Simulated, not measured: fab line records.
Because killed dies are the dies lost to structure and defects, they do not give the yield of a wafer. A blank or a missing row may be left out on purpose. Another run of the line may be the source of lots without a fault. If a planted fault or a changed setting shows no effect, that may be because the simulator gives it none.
2 desks, one fault	flow nand_harc	numbers are kept per desk, each desk with only its own; the story behind them comes last

DESK OF THE TOOL OWNER: litho_track-07
At NHARC_P_GATE_DEVELOP_45 (time 70 s), the tool's own readings, given per lot that ran on this tool as the mean of the sampled wafers with a number. Marked OUT: a lot whose mean sits more than 4 standard deviations from the usual mean, which makes it out of limits; the brackets give that distance.
Columns: A = chill_plate_temp_C at NHARC_P_GATE_DEVELOP_45, usual 23.00 C
lot	first seen here	A
L263	day 5 17:00	23.04
L264	day 5 20:00	23.02
L267	day 7 07:00	23.05
L269	day 8 05:00	23.10
L271	day 8 20:00	22.96
L277	day 11 19:00	22.89
L281	day 13 00:00	22.82
L282	day 13 10:00	22.90
L283	day 14 02:00	23.00
L284	day 14 06:00	23.01
This desk's finding: nothing out of limits on any of the 10 lots.

AT THE METROLOGY DESK
What the gauges read for every lot (on any tool): the sampled wafers with a number, averaged. Marked OUT: a lot whose mean sits more than 4 standard deviations from the usual mean, which makes it out of limits; the brackets give that distance.
Columns: A = cd_nm at NHARC_THIN_TSV_CD_MEAS_37, usual 4999 nm
lot	first seen here	A
L263	day 23 18:58	5000
L264	day 24 14:12	5000
L268	day 26 15:06	4996
L267	day 26 16:32	4995
L271	day 26 22:10	5000
L270	day 26 23:16	4996
L269	day 27 02:21	4997
L273	day 28 09:51	5001
L272	day 28 10:37	4993
L277	day 30 00:15	5002
L278	day 30 01:39	5003
L281	day 31 06:37	5003
This desk's finding: nothing out of limits on any of the 12 lots.

TAKEN TOGETHER
Nothing out of limits was seen by the tool owner's desk.
Nothing out of limits was seen by the metrology desk.

WHAT THE SIMULATOR HAD INSERTED
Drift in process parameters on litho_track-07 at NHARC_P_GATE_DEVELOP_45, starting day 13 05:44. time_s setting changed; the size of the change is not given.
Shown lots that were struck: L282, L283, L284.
